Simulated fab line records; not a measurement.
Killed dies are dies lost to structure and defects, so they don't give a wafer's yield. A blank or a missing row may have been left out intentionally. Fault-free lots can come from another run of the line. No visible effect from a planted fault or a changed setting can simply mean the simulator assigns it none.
Chamber matching -- flow n5_finfet -- N5_BEOL_M2_ILD_DEP_00 on pecvd-03: 3 sister chambers
The step deposits SiOC from DEMS/O2, target thk 79 nm, time 15.3 s. 6 wafers are shown with their chamber, then 11 later ones without.

## WAFERS WITH THEIR CHAMBER
wafer,chamber,throttle_valve_pct (%),showerhead_vpp_V (V)
L082.4,0,11.7,1281
L088.3,0,11.8,1268
L089.1,2,11.3,1400
L089.3,1,12.4,1319
L089.5,1,12.5,1344
L090.1,2,11.3,1380

## WAFERS MISSING THEIR CHAMBER
wafer,throttle_valve_pct (%),showerhead_vpp_V (V)
L090.2,12.5,1331
L090.6,11.5,1268
L091.1,12.6,1339
L091.4,12.5,1345
L091.5,12.5,1307
L093.2,11.6,1284
L093.3,11.7,1309
L093.6,12.6,1336
L094.1,11.3,1368
L094.2,11.9,1288
L094.4,12.5,1348

## EACH ONE'S CHAMBER
wafer,from the rows above,in truth
L090.2,1,1
L090.6,0,0
L091.1,1,1
L091.4,1,1
L091.5,1,1
L093.2,0,0
L093.3,0,0
L093.6,1,1
L094.1,2,2
L094.2,0,0
L094.4,1,1
11 of 11 placed correctly. Not placeable from these rows: 0. 0 placed wrongly.
How it was worked out, from the rows above alone: a wafer's distance from a chamber is the root of the sum, over the readings, of the square of ((its reading less the chamber's mean) divided by the reading's scatter). The wafer belongs to the nearest chamber; if the next one is less than 2 further off, it can't be placed. For every chamber, the mean is computed from those of its wafers that are shown. The scatter: the root of (the sum of the squares of (reading less its chamber's mean) over the shown wafers, divided by (wafers less chambers)).
